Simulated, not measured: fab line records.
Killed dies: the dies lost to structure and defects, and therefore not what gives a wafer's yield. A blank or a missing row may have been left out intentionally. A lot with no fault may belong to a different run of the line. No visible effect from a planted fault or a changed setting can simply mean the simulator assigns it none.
fab line records + flow n5-finfet
record
- lots=11
- wafers=32
- last-day=17
route steps=1938 shown BEOL_M15@1821 PASS1_DEP@1831 MIM_TOP@1836 MIM_BOT_LITHO@1858
lots with no fault: from the same line, run without faults
start-h: start of the lot's first displayed wafer, in hours after the record's first day + wait-h: hours elapsed since this lot's preceding step + " as in the row above + L1.1+2: several wafers, shown together as one row + - value missing, or start not given + * or withheld: withheld + < > ~ a bound
route shown NAME@n: names a module that has steps shown in the file, with the first one's number in the route + usual: the fault-free wafers' mean and standard deviation + same: alike in all rows + chamber/n: place in a boat + sites: each site's reading + _std_site: how widely they spread, as a standard deviation + _edge_site: mean of outer sites minus mean of inner sites + radius-mm: how far each site lies from the wafer's centre + mask NAME#n: copy n + behind: the tool/chamber that last shaped the wafer + hold: why the lot was held/for how many hours/how that ended + device: which transistor (n, p or np) failed to switch + end of line: the same wafers' tests at the end of the route + where a step has no rows: the recipe by itself + killed: not the wafer's yield, but the dies lost to structure and defects at the first sort + map: dies across one wafer; x = killed, . = not, _ = none there
set.NAME: the setting that was run; set.NAME@STEP: the one run at that earlier step + model.NAME: the simulator's own value behind a step, which no gauge read
one table for each step of the route and one row for each wafer, over a sample of lots
services: a tool's chamber out of use, with start hour (start-h, from the record's first day; less than 0 if before it), hours out, and reason
## steps
# step N5_BEOL_M15_SPUTTER_45
# recipe
- material=Cu
- target-thk-a=1000
- temp-c=-20
- bias-v=60
- power-w=26000
- chamber-pressure-pa=0.13
- time-s=16.67
# usual
- throttle-valve-pct=30.2/0.63
| lot.wafer | tool           | chamber | start-h | wait-h | throttle-valve-pct |
|-----------|----------------|---------|---------|--------|--------------------|
| L532.2    | pvd-sputter-01 | -       | 256.17  | 0.0    | 30.5               |
| L532.3    | "              | -       | "       | "      | 29.7               |
| L532.4    | "              | -       | "       | "      | 29.9               |
| L533.3    | pvd-sputter-02 | -       | 257.98  | 0.0    | 29.9               |
| L533.5    | "              | -       | "       | "      | 29.6               |
| L534.1    | pvd-sputter-01 | -       | 261.35  | 0.0    | 29.7               |
| L534.2    | "              | -       | "       | "      | 29.3               |
| L534.5    | "              | -       | "       | "      | 29.9               |
| L536.3    | pvd-sputter-01 | -       | 276.33  | 0.0    | 29.5               |
| L536.5    | "              | -       | "       | "      | 29.3               |
| L536.6    | "              | -       | "       | "      | 30.3               |
| L538.2    | pvd-sputter-03 | -       | 288.38  | 0.0    | 31.6               |
| L538.4    | "              | -       | "       | "      | 29.6               |
| L538.5    | "              | -       | "       | "      | 29.9               |
| L541.2    | pvd-sputter-02 | -       | 314.03  | 0.0    | 30.3               |
| L541.5    | "              | -       | "       | "      | 30.1               |
| L541.6    | "              | -       | "       | "      | 30.3               |
| L546.2    | pvd-sputter-01 | -       | 341.84  | 0.0    | 29.7               |
| L546.5    | "              | -       | "       | "      | 30.1               |
| L546.6    | "              | -       | "       | "      | 29.3               |
| L548.1    | pvd-sputter-03 | -       | 359.53  | 0.0    | 31.8               |
| L548.2    | "              | -       | "       | "      | 29.4               |
| L548.3    | "              | -       | "       | "      | 30.3               |
| L551.1    | pvd-sputter-03 | -       | 385.36  | 0.0    | 29.6               |
| L551.3    | "              | -       | "       | "      | 30.1               |
| L551.5    | "              | -       | "       | "      | 29.6               |
| L552.1    | pvd-sputter-03 | -       | 390.50  | 0.0    | 30.3               |
| L552.2    | "              | -       | "       | "      | 29.6               |
| L552.5    | "              | -       | "       | "      | 29.7               |
| L555.2    | pvd-sputter-01 | -       | 394.00  | 0.0    | 30.2               |
| L555.3    | "              | -       | "       | "      | 29.8               |
| L555.6    | "              | -       | "       | "      | 29.6               |
# step N5_PASSIVATION_PECVD_00
# recipe
- material=SiO2
- target-thk-a=2000
- temp-c=400
- precursor=SiH4/N2O
- pressure-torr=2.7
- rf-w=608
- time-s=11.2
# usual
- heater-power-w=675/81
- showerhead-plenum-p-Torr=8.11/0.12
- throttle-valve-pct=51.5/2.9
| lot.wafer | tool     | chamber | start-h | wait-h | heater-power-w | showerhead-plenum-p-Torr | throttle-valve-pct |
|-----------|----------|---------|---------|--------|----------------|--------------------------|--------------------|
| L532.2    | pecvd-02 | 1       | 258.28  | 0.7    | 803            | 7.92                     | 56.5               |
| L532.3    | "        | 0       | "       | "      | 633            | 8.22                     | 49.8               |
| L532.4    | "        | 2       | "       | "      | 583            | 7.99                     | 50.2               |
| L533.3    | pecvd-02 | 0       | 260.07  | 0.5    | 681            | 8.23                     | 49.7               |
| L533.5    | "        | 0       | "       | "      | 559            | 8.22                     | 49.9               |
| L534.1    | pecvd-03 | 1       | 263.45  | 0.8    | 733            | 8.32                     | 53.7               |
| L534.2    | "        | 0       | "       | "      | 681            | 8.09                     | 54.1               |
| L534.5    | "        | 2       | "       | "      | 651            | 8.19                     | 48.3               |
| L536.3    | pecvd-04 | 2       | 278.43  | 0.5    | 809            | 8.10                     | 46.0               |
| L536.5    | "        | 1       | "       | "      | 695            | 8.25                     | 51.4               |
| L536.6    | "        | 2       | "       | "      | 800            | 8.12                     | 45.8               |
| L538.2    | pecvd-02 | 1       | 290.47  | 0.7    | 790            | 7.90                     | 56.3               |
| L538.4    | "        | 2       | "       | "      | 552            | 8.03                     | 50.7               |
| L538.5    | "        | 0       | "       | "      | 670            | 8.22                     | 49.5               |
| L541.2    | pecvd-03 | 0       | 316.12  | 0.7    | 666            | 8.08                     | 54.1               |
| L541.5    | "        | 0       | "       | "      | 704            | 8.09                     | 54.2               |
| L541.6    | "        | 2       | "       | "      | 687            | 8.18                     | 48.7               |
| L546.2    | pecvd-04 | 1       | 343.97  | 0.7    | 627            | 8.24                     | 51.8               |
| L546.5    | "        | 2       | "       | "      | 779            | 8.13                     | 46.7               |
| L546.6    | "        | 1       | "       | "      | 642            | 8.23                     | 51.4               |
| L548.1    | pecvd-03 | 1       | 361.64  | 0.8    | 640            | 8.31                     | 53.7               |
| L548.2    | "        | 2       | "       | "      | 742            | 8.16                     | 49.0               |
| L548.3    | "        | 0       | "       | "      | 615            | 8.08                     | 54.2               |
| L551.1    | pecvd-04 | 2       | 389.23  | 0.8    | 813            | 8.12                     | 46.7               |
| L551.3    | "        | 0       | "       | "      | 582            | 8.04                     | 52.5               |
| L551.5    | "        | 1       | "       | "      | 737            | 8.23                     | 51.6               |
| L552.1    | pecvd-02 | 2       | 392.88  | 0.8    | 611            | 8.00                     | 51.0               |
| L552.2    | "        | 1       | "       | "      | 659            | 7.89                     | 56.5               |
| L552.5    | "        | 2       | "       | "      | 623            | 8.01                     | 50.9               |
| L555.2    | pecvd-02 | 0       | 396.28  | 0.7    | 667            | 8.20                     | 49.6               |
| L555.3    | "        | 2       | "       | "      | 578            | 8.01                     | 51.1               |
| L555.6    | "        | 1       | "       | "      | 783            | 7.94                     | 56.5               |
# step N5_MIM_TOP_ALD_02
# recipe
- material=Al2O3
- target-thk-a=*
- temp-c=withheld
- ald-precursor-family=TMA
- ald-co-reactant=O3
- pulse-time-s=withheld
- purge-time-s=3
- co-reactant-purge-time-s=withheld
- co-reactant-pulse-time-s=3
- ald-cycles=withheld
# usual
- precursor-pulse-height-rel=1.002/0.019
| lot.wafer | tool      | chamber | start-h | wait-h | precursor-pulse-height-rel |
|-----------|-----------|---------|---------|--------|----------------------------|
| L532.2    | ald-hk-01 | 0       | -       | -      | 0.995                      |
| L532.3    | "         | 3       | "       | "      | 1.006                      |
| L532.4    | "         | 2       | "       | "      | 1.010                      |
| L533.3    | ald-hk-03 | 0       | -       | -      | 0.993                      |
| L533.5    | "         | 1       | "       | "      | 0.970                      |
| L534.1    | ald-hk-02 | 1       | -       | -      | 1.014                      |
| L534.2    | "         | 0       | "       | "      | 1.020                      |
| L534.5    | "         | 2       | "       | "      | 1.005                      |
| L536.3    | ald-hk-02 | 3       | -       | -      | 0.982                      |
| L536.5    | "         | 3       | "       | "      | 1.014                      |
| L536.6    | "         | 0       | "       | "      | 1.036                      |
| L538.2    | ald-hk-02 | 1       | -       | -      | 1.001                      |
| L538.4    | "         | 0       | "       | "      | 0.991                      |
| L538.5    | "         | 0       | "       | "      | 0.966                      |
| L541.2    | ald-hk-03 | 1       | -       | -      | 0.995                      |
| L541.5    | "         | 2       | "       | "      | 0.978                      |
| L541.6    | "         | 1       | "       | "      | 1.031                      |
| L546.2    | ald-hk-02 | 3       | -       | -      | 0.998                      |
| L546.5    | "         | 2       | "       | "      | 0.995                      |
| L546.6    | "         | 3       | "       | "      | 1.003                      |
| L548.1    | ald-hk-03 | 1       | -       | -      | 1.011                      |
| L548.2    | "         | 3       | "       | "      | 1.036                      |
| L548.3    | "         | 0       | "       | "      | 0.988                      |
| L551.1    | ald-hk-03 | 1       | -       | -      | 0.996                      |
| L551.3    | "         | 3       | "       | "      | 1.024                      |
| L551.5    | "         | 3       | "       | "      | 0.994                      |
| L552.1    | ald-hk-03 | 0       | -       | -      | 0.990                      |
| L552.2    | "         | 2       | "       | "      | 0.998                      |
| L552.5    | "         | 1       | "       | "      | 1.000                      |
| L555.2    | ald-hk-02 | 2       | -       | -      | 1.017                      |
| L555.3    | "         | 0       | "       | "      | 1.011                      |
| L555.6    | "         | 2       | "       | "      | 0.990                      |
# step N5_MIM_BOT_LITHO_EXPOSE_05
# recipe
- mask-id=MIM_BOT
- na=0.55
- source-shape=conventional
- sigma-outer=0.8
- polarization=unpolarized
- dose-mj=24.25
| lot.wafer  | tool           | chamber | start-h | wait-h | mask      |
|------------|----------------|---------|---------|--------|-----------|
| L532.2+3+4 | krf-scanner-01 | 0       | 261.61  | -      | MIM_BOT#0 |
| L533.3+5   | krf-scanner-02 | 0       | 262.89  | -      | MIM_BOT#0 |
| L534.1+2+5 | krf-scanner-02 | 0       | 265.76  | -      | MIM_BOT#0 |
| L536.3+5+6 | krf-scanner-01 | 0       | 283.22  | -      | MIM_BOT#0 |
| L538.2+4+5 | krf-scanner-02 | 0       | 293.87  | -      | MIM_BOT#0 |
| L541.2+5+6 | krf-scanner-02 | 0       | 322.75  | -      | MIM_BOT#0 |
| L546.2+5+6 | krf-scanner-01 | 0       | 346.77  | -      | MIM_BOT#0 |
| L548.1+2+3 | krf-scanner-01 | 0       | 369.11  | -      | MIM_BOT#0 |
| L551.1+3+5 | krf-scanner-01 | 0       | 391.79  | -      | MIM_BOT#0 |
| L552.1+2+5 | krf-scanner-01 | 0       | 395.67  | -      | MIM_BOT#0 |
| L555.2+3+6 | krf-scanner-01 | 0       | 399.11  | -      | MIM_BOT#0 |
# step N5_MIM_BOT_LITHO_CD_MEAS_08
# recipe
- target-cd-nm=3000
- landing-energy-ev=500
- detector=se-inlens
- polarity=opening
# usual
- cd-nm=2999.7/1.9
| lot.wafer | tool      | chamber | start-h | wait-h | cd-nm  |
|-----------|-----------|---------|---------|--------|--------|
| L532.2    | cd-sem-01 | 0       | 261.78  | -      | 2999.3 |
| L532.3    | "         | 0       | "       | "      | 3000.5 |
| L532.4    | "         | 0       | "       | "      | 3000.3 |
| L533.3    | cd-sem-02 | 0       | 263.06  | -      | 3002.1 |
| L533.5    | "         | 0       | "       | "      | 3002.9 |
| L534.1    | cd-sem-03 | 0       | 265.94  | -      | 3000.9 |
| L534.2    | "         | 0       | "       | "      | 3001.5 |
| L534.5    | "         | 0       | "       | "      | 3002.1 |
| L536.3    | cd-sem-01 | 0       | 283.39  | -      | 3002.1 |
| L536.5    | "         | 0       | "       | "      | 3000.5 |
| L536.6    | "         | 0       | "       | "      | 3002.5 |
| L538.2    | cd-sem-03 | 0       | 294.04  | -      | 3000.5 |
| L538.4    | "         | 0       | "       | "      | 2999.6 |
| L538.5    | "         | 0       | "       | "      | 3002.0 |
| L541.2    | cd-sem-03 | 0       | 322.92  | -      | 3022.0 |
| L541.5    | "         | 0       | "       | "      | 3014.9 |
| L541.6    | "         | 0       | "       | "      | 3008.6 |
| L546.2    | cd-sem-01 | 0       | 346.95  | -      | 2997.8 |
| L546.5    | "         | 0       | "       | "      | 3000.1 |
| L546.6    | "         | 0       | "       | "      | 2999.4 |
| L548.1    | cd-sem-02 | 0       | 369.29  | -      | 2999.0 |
| L548.2    | "         | 0       | "       | "      | 2999.0 |
| L548.3    | "         | 0       | "       | "      | 3001.5 |
| L551.1    | cd-sem-03 | 0       | 391.97  | -      | 3001.0 |
| L551.3    | "         | 0       | "       | "      | 2998.9 |
| L551.5    | "         | 0       | "       | "      | 2999.1 |
| L552.1    | cd-sem-03 | 0       | 395.84  | -      | 2998.0 |
| L552.2    | "         | 0       | "       | "      | 2998.0 |
| L552.5    | "         | 0       | "       | "      | 2998.8 |
| L555.2    | cd-sem-01 | 0       | 399.28  | -      | 2996.8 |
| L555.3    | "         | 0       | "       | "      | 2996.9 |
| L555.6    | "         | 0       | "       | "      | 2995.6 |
## services
| tool           | chamber | start-h | hours | kind           |
|----------------|---------|---------|-------|----------------|
| krf-scanner-01 | -       | 252.90  | 1.0   | pm             |
| pecvd-04       | 1       | 255.80  | 14.1  | repair         |
| krf-scanner-02 | -       | 259.05  | 1.3   | pm             |
| krf-scanner-01 | -       | 263.99  | 1.3   | pm             |
| pvd-sputter-01 | -       | 265.37  | 5.6   | repair         |
| krf-scanner-02 | -       | 265.98  | 1.0   | pm             |
| krf-scanner-02 | 0       | 269.06  | -     | calibration    |
| pecvd-02       | 2       | 299.65  | 5.5   | scheduled-down |
| pecvd-03       | 0       | 300.29  | 4.7   | repair         |
| krf-scanner-01 | -       | 304.12  | 0.8   | pm             |
| pecvd-02       | 1       | 305.11  | 2.1   | scheduled-down |
| pecvd-02       | -       | 307.51  | 5.5   | pm             |
| pecvd-03       | 1       | 319.50  | 25.3  | repair         |
| ald-hk-01      | -       | 331.94  | 2.8   | pm             |
| pecvd-02       | -       | 337.70  | 3.3   | repair         |
| krf-scanner-01 | -       | 349.87  | 11.6  | pm             |
| pvd-sputter-02 | -       | 350.92  | 15.4  | repair         |
| pecvd-04       | 0       | 353.65  | 2.1   | scheduled-down |
| krf-scanner-01 | 0       | 361.90  | -     | calibration    |
| pvd-sputter-01 | -       | 363.81  | 5.6   | repair         |
| pvd-sputter-02 | -       | 366.68  | 18.9  | repair         |
| krf-scanner-02 | -       | 377.17  | 0.8   | pm             |
| ald-hk-01      | -       | 393.46  | 0.9   | repair         |
## key
first-sign
- step=N5_MIM_BOT_LITHO_CD_MEAS_08
- reading=cd-nm
- direction=up
- sigmas=8.3
- usual=2999.7
- struck=3015.2
effect none on later readings
met-at N5_MIM_BOT_LITHO_EXPOSE_05
struck-lots L541
not-acting-at N5_BEOL_M15_SPUTTER_45,N5_PASSIVATION_PECVD_00,N5_MIM_TOP_ALD_02
onset-between 293.87 322.75
fault
- kind=process-parameter-drift
- tool=krf-scanner-02
- chamber=-
- onset-h=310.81
- steps=N5_MIM_BOT_LITHO_EXPOSE_05
- channel=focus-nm
- offset=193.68
- spread-by-wafer=0.3
- shape=step
